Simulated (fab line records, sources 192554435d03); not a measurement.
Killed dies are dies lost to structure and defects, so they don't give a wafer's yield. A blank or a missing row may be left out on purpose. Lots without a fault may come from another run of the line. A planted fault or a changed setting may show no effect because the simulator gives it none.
fab line records | flow n5_finfet
record lots=11 wafers=33 last_day=17
route steps=1938 shown BEOL_M1@830 MIM_TOP@1834 MIM_BOT_ETCH@1866 PASSIVATION@1936
lots that met no fault: from a run of the same line without faults
start_h: hours from the record's first day to the start of the lot's first wafer shown | wait_h: hours since the lot's step before | " the same as in the row above | L1.1+2: a row that stands for several wafers | - no value, or no start given | * or withheld: withheld | < > ~ a bound
route shown NAME@n: a module of which the file shows steps, and the number in the route of the first | usual: mean/standard deviation of fault-free wafers | same: alike in all rows | chamber/n: place in a boat | sites: the reading at each site | _std_site: their standard deviation | _edge_site: outer sites' mean less inner sites' | radius_mm: how far each site lies from the wafer's centre | mask NAME#n: copy n | behind: the tool/chamber that last shaped the wafer | hold: why the lot was held/for how many hours/how that ended | device: the transistor (n, p or np) that didn't switch | end of line: the same wafers' tests at the end of the route | a step without rows: its recipe alone | killed: dies lost to structure and defects at the first sort, not the wafer's yield | map: a wafer's dies, x killed, . not, _ none there
set.NAME: the setting as run; set.NAME@STEP: as run at that earlier step | model.NAME: the simulator's own value behind a step, which no gauge read
steps of the route over a sample of lots; a table a step, a row a wafer
services: from which hour (start_h, from the record's first day; less than 0 if before it) a tool's chamber was out of use, for how many hours, and why
## steps
# step N5_BEOL_M1_SPUTTER_96
# recipe material=Cu target_thk_a=45 temp_c=-20 chamber_pressure_pa=0.07 power_w=withheld time_s=8.29
# usual throttle_valve_pct=29.5/0.74
# columns lot.wafer tool chamber start_h wait_h throttle_valve_pct
L243.1 pvd_sputter-01 - 127.18 0.1 28.2
L243.5 " - " " 31.4
L243.6 " - " " 29.6
L244.1 pvd_sputter-03 - 137.89 0.1 30.2
L244.2 " - " " 28.8
L244.4 " - " " 29.1
L245.4 pvd_sputter-02 - 147.19 0.1 29.7
L245.5 " - " " 29.6
L245.6 " - " " 29.7
L246.1 pvd_sputter-03 - 147.31 0.1 29.3
L246.2 " - " " 29.2
L246.6 " - " " 29.4
L247.1 pvd_sputter-03 - 150.07 0.1 30.2
L247.4 " - " " 29.5
L247.6 " - " " 29.3
L248.4 pvd_sputter-02 - 159.83 0.0 30.0
L248.5 " - " " 29.2
L248.6 " - " " 29.6
L249.1 pvd_sputter-03 - 167.71 0.1 28.8
L249.3 " - " " 30.1
L249.4 " - " " 29.3
L252.1 pvd_sputter-03 - 181.66 0.1 29.2
L252.2 " - " " 29.4
L252.6 " - " " 29.0
L255.1 pvd_sputter-03 - 204.70 0.1 29.2
L255.3 " - " " 28.9
L255.4 " - " " 30.1
L263.1 pvd_sputter-03 - 244.05 0.1 29.1
L263.2 " - " " 29.6
L263.3 " - " " 30.2
L266.3 pvd_sputter-01 - 266.03 0.1 28.8
L266.4 " - " " 31.6
L266.6 " - " " 29.5
# step N5_MIM_TOP_ALD_00
# recipe material=Al2O3 target_thk_a=* temp_c=withheld ald_precursor_family=TMA ald_co_reactant=O3 pulse_time_s=withheld purge_time_s=3 co_reactant_purge_time_s=withheld co_reactant_pulse_time_s=3 ald_cycles=withheld
# usual precursor_pulse_height_rel=1.001/0.02
# columns lot.wafer tool chamber start_h wait_h precursor_pulse_height_rel
L243.1 ald_hk-02 2 254.33 0.1 0.981
L243.5 " 2 " " 0.996
L243.6 " 1 " " 0.993
L244.1 ald_hk-01 1 263.23 0.1 0.972
L244.2 " 2 " " 0.990
L244.4 " 0 " " 0.993
L246.1 ald_hk-02 2 267.59 0.1 1.020
L246.2 " 3 " " 1.007
L246.6 " 3 " " 1.003
L247.1 ald_hk-02 0 270.02 0.1 1.012
L247.4 " 1 " " 0.973
L247.6 " 0 " " 0.999
L245.4 ald_hk-03 3 271.41 0.1 0.990
L245.5 " 3 " " 1.024
L245.6 " 0 " " 1.001
L248.4 ald_hk-03 3 278.19 0.1 1.036
L248.5 " 3 " " 1.019
L248.6 " 0 " " 1.013
L249.1 ald_hk-02 0 291.30 0.1 0.991
L249.3 " 2 " " 1.028
L249.4 " 1 " " 0.974
L252.1 ald_hk-03 1 305.84 0.1 1.010
L252.2 " 3 " " 0.998
L252.6 " 0 " " 1.004
L255.1 ald_hk-02 3 336.04 0.1 1.008
L255.3 " 2 " " 1.003
L255.4 " 1 " " 1.023
L263.1 ald_hk-01 1 385.52 0.1 1.021
L263.2 " 0 " " 0.998
L263.3 " 3 " " 0.984
L266.3 ald_hk-01 3 398.60 0.1 1.005
L266.4 " 0 " " 0.982
L266.6 " 2 " " 1.011
# step N5_MIM_TOP_DEGAS_04
# recipe ambient=vacuum temp_c=300 time_s=60
# usual heater_power_w=438/25
# columns lot.wafer tool chamber start_h wait_h heater_power_w
L243.1 pvd_sputter-02 - 255.10 - 392
L243.5 " - " " 468
L243.6 " - " " 414
L244.1 pvd_sputter-02 - 263.71 - 411
L244.2 " - " " 385
L244.4 " - " " 449
L246.1 pvd_sputter-03 - 268.49 - 482
L246.2 " - " " 417
L246.6 " - " " 426
L247.1 pvd_sputter-03 - 271.59 - 425
L247.4 " - " " 442
L247.6 " - " " 427
L245.4 pvd_sputter-03 - 272.73 - 432
L245.5 " - " " 474
L245.6 " - " " 446
L248.4 pvd_sputter-01 - 278.65 - 442
L248.5 " - " " 453
L248.6 " - " " 425
L249.1 pvd_sputter-01 - 292.48 - 454
L249.3 " - " " 452
L249.4 " - " " 452
L252.1 pvd_sputter-03 - 306.64 - 426
L252.2 " - " " 473
L252.6 " - " " 441
L255.1 pvd_sputter-01 - 336.57 - 447
L255.3 " - " " 441
L255.4 " - " " 422
L263.1 pvd_sputter-02 - 386.59 - 416
L263.2 " - " " 386
L263.3 " - " " 448
L266.3 pvd_sputter-02 - 399.18 - 418
L266.4 " - " " 394
L266.6 " - " " 451
# step N5_MIM_BOT_ETCH_ETCH_04
# recipe chemistry=CF4/O2 target=SiNx target_depth_a=260 time_s=13 ion_energy_ev=100 pressure_mtorr=40 source_w=535 bias_w=49 Ar_flow_sccm=100 cf4_flow_sccm=100 O2_flow_sccm=10
# usual O2_flow_sccm=9.999/0.029 drypump_motor_current_A=5.5/0.45 oes_product_au=0.78/0.074 rf_vpp_V=241/3 showerhead_plenum_p_Torr=2.20/0.066 throttle_valve_pct=16.11/0.26
# columns lot.wafer tool chamber start_h wait_h O2_flow_sccm drypump_motor_current_A oes_product_au rf_hours_counter_h rf_vpp_V showerhead_plenum_p_Torr throttle_valve_pct
L243.1 rie_diel-02 2 256.60 0.0 10.041 5.0 0.70 204 237 2.10 16.36
L243.5 " 1 " " 9.992 5.3 0.87 - 243 2.15 15.80
L243.6 " 0 " " 10.018 5.6 0.73 - 238 2.19 16.35
L244.1 rie_diel-04 1 265.44 0.0 9.982 4.7 0.95 4 241 2.17 15.87
L244.2 " 2 " " 9.937 5.6 0.86 53 240 2.23 16.17
L244.4 " 0 " " 9.959 5.5 0.86 68 243 2.23 16.12
L246.1 rie_diel-04 3 270.08 0.0 10.064 5.4 0.78 122 238 2.22 16.12
L246.2 " 2 " " 9.981 5.7 0.86 54 238 2.23 16.17
L246.6 " 0 " " 10.021 5.5 0.86 - 245 2.23 16.13
L247.1 rie_diel-01 0 273.07 0.0 9.983 5.9 0.91 45 242 2.24 15.83
L247.4 " 2 " " 10.040 5.6 0.86 - 247 2.32 15.62
L247.6 " 1 " " 9.961 6.1 0.76 - 238 2.12 16.32
L245.4 rie_diel-02 2 274.10 0.0 10.036 5.0 0.69 210 236 2.10 16.37
L245.5 " 0 " " 9.972 5.6 0.72 - 236 2.19 16.35
L245.6 " 3 " " 9.971 4.9 0.71 - 245 2.20 16.11
L248.4 rie_diel-02 0 280.13 0.0 9.982 5.6 0.72 209 238 2.19 16.37
L248.5 " 0 " " 10.029 5.6 0.71 - 240 2.19 16.35
L248.6 " 1 " " 9.966 5.3 0.85 - 244 2.15 15.81
L249.1 rie_diel-01 0 295.02 0.0 9.990 5.9 0.89 56 241 2.24 15.85
L249.3 " 1 " " 10.031 6.0 0.73 163 239 2.12 16.35
L249.4 " 0 " " 10.003 5.9 0.88 - 242 2.24 15.87
L252.1 rie_diel-04 1 308.16 0.0 9.980 4.7 0.92 17 241 2.17 15.88
L252.2 " 0 " " 10.001 5.5 0.85 82 245 2.23 16.16
L252.6 " 2 " " 10.018 5.6 0.83 - 239 2.23 16.21
L255.1 rie_diel-01 0 338.01 0.0 9.969 5.9 0.88 65 241 2.24 15.88
L255.3 " 2 " " 9.963 5.6 0.84 85 246 2.31 15.65
L255.4 " 1 " " 10.027 6.1 0.72 180 237 2.11 16.36
L263.1 rie_diel-01 3 388.34 0.0 9.979 6.2 0.75 173 242 2.28 16.43
L263.2 " 2 " " 9.994 5.6 0.81 100 245 2.31 15.68
L263.3 " 0 " " 9.999 5.9 0.85 81 242 2.23 15.91
L266.3 rie_diel-02 3 400.91 0.1 9.965 4.9 0.69 - 245 2.18 16.18
L266.4 " 1 " " 10.002 5.4 0.79 - 244 2.14 15.89
L266.6 " 1 " " 9.968 5.3 0.80 - 242 2.14 15.88
# step N5_PASSIVATION_PROBE_49
# usual defect_limited_yield=91.1/1.4 killed_at_M0_to_M3=35/8.7 killed_at_M4_up=14/5.3 killed_at_contacts=12/6.2 killed_at_front_end=41/12 killed_at_other=3.4/2.6 killed_dies=105/16 killed_on_rim=14/3.8 killed_open=67/13 killed_short=36/7.3 sort_bin_5_function=5.2/0.96 sort_bin_6_memory=3.3/0.6 sort_n_pass=1075/16 sort_yield_pct=91.1/1.4
# same gross_dies=1180 killed_at_back_side=0 sort_bin_4_leakage[%]=0 sort_bin_8_speed[%]=0
# columns lot.wafer tool chamber start_h wait_h defect_limited_yield[%] killed_at_M0_to_M3 killed_at_M4_up killed_at_contacts killed_at_front_end killed_at_other killed_dies killed_on_rim killed_open killed_short sort_bin_5_function[%] sort_bin_6_memory[%] sort_n_pass sort_yield_pct[%]
L263.1 prober-01 - 398.14 0.0 90.5 33 23 20 32 4 112 10 72 40 5.3 3.9 1068 90.5
L263.2 prober-01 - 398.19 0.1 80.9 144 13 13 52 3 225 35 93 40 11.9 5.0 955 80.9
L263.3 prober-01 - 398.24 0.1 91.5 37 16 19 25 3 100 10 69 30 5.4 3.0 1080 91.5
# killed by level:class
L263.1 MOL_CONTACT_COAG:geometric_particle:open=17 BEOL_M4:geometric_particle:open=17 BEOL_M0_SAQP:geometric_particle:short=11 FIN_SAQP:geometric_particle:short=6 BEOL_M0_SAQP:geometric_particle:open=6 BEOL_M3:geometric_particle:open=5 STI_FIN_REVEAL:geometric_particle:open=4 ILD0:geometric_particle:short=4
L263.2 BEOL_M1:unspecified=92 STI_FIN_REVEAL:geometric_particle:open=20 BEOL_M0_SAQP:geometric_particle:open=17 BEOL_M0_SAQP:geometric_particle:short=14 MOL_CONTACT_COAG:geometric_particle:open=12 BEOL_M3:geometric_particle:open=11 STI_FIN_REVEAL:geometric_particle:short=7 BEOL_M2:geometric_particle:open=5
L263.3 MOL_CONTACT_COAG:geometric_particle:open=14 BEOL_M0_SAQP:geometric_particle:open=11 BEOL_M0_SAQP:geometric_particle:short=10 BEOL_M3:geometric_particle:open=9 STI_FIN_REVEAL:geometric_particle:open=8 BEOL_M4:geometric_particle:open=7 FIN_SAQP:geometric_particle:open=5 BEOL_M2:geometric_particle:open=5
## services
# columns tool chamber start_h hours kind
pvd_sputter-03 - 104.26 1.1 repair
rie_diel-01 1 105.60 1.4 repair
ald_hk-02 - 106.24 28.1 pm
rie_diel-02 1 119.95 - clean
rie_diel-02 1 119.95 - consumable_replace:focus_ring
rie_diel-02 1 119.95 15.3 scheduled_down
rie_diel-04 1 120.61 9.8 repair
rie_diel-02 0 180.49 4.4 repair
ald_hk-01 - 218.13 4.3 pm
rie_diel-02 - 220.78 2.3 repair
ald_hk-01 - 236.67 2.8 pm
rie_diel-01 3 270.15 5.9 repair
rie_diel-01 2 285.76 10.5 repair
ald_hk-03 - 287.00 1.7 repair
rie_diel-01 0 307.46 4.7 repair
rie_diel-01 0 314.89 13.9 repair
rie_diel-01 1 329.92 2.2 repair
ald_hk-03 - 333.28 8.7 pm
rie_diel-04 3 350.74 3.8 repair
rie_diel-01 - 352.40 0.5 repair
pvd_sputter-01 - 363.13 9.5 repair
pvd_sputter-02 - 369.14 3.4 repair
rie_diel-01 - 374.73 2.8 pm
rie_diel-01 0 391.51 7.0 repair
## key
first_sign step=N5_PASSIVATION_PROBE_49 reading=killed_at_M0_to_M3 direction=up sigmas=13 usual=35 struck=144
effect step=N5_PASSIVATION_PROBE_49 reading=killed_dies direction=up sigmas=7.4 usual=105 struck=225
more_kills_born_at N5_BEOL_M1_SPUTTER_96@pvd_sputter-03=92
met_at N5_BEOL_M1_SPUTTER_96
struck_lots L263
struck_wafers L263.2
not_acting_at N5_MIM_TOP_ALD_00,N5_MIM_TOP_DEGAS_04,N5_MIM_BOT_ETCH_ETCH_04
onset_between 181.66 244.05
fault kind=chamber_particle_source tool=pvd_sputter-03 chamber=- onset_h=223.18 steps=N5_BEOL_M1_SPUTTER_96 rate_per_visit_cm2=0.93165 end_h=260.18 scope=struck_wafers_only
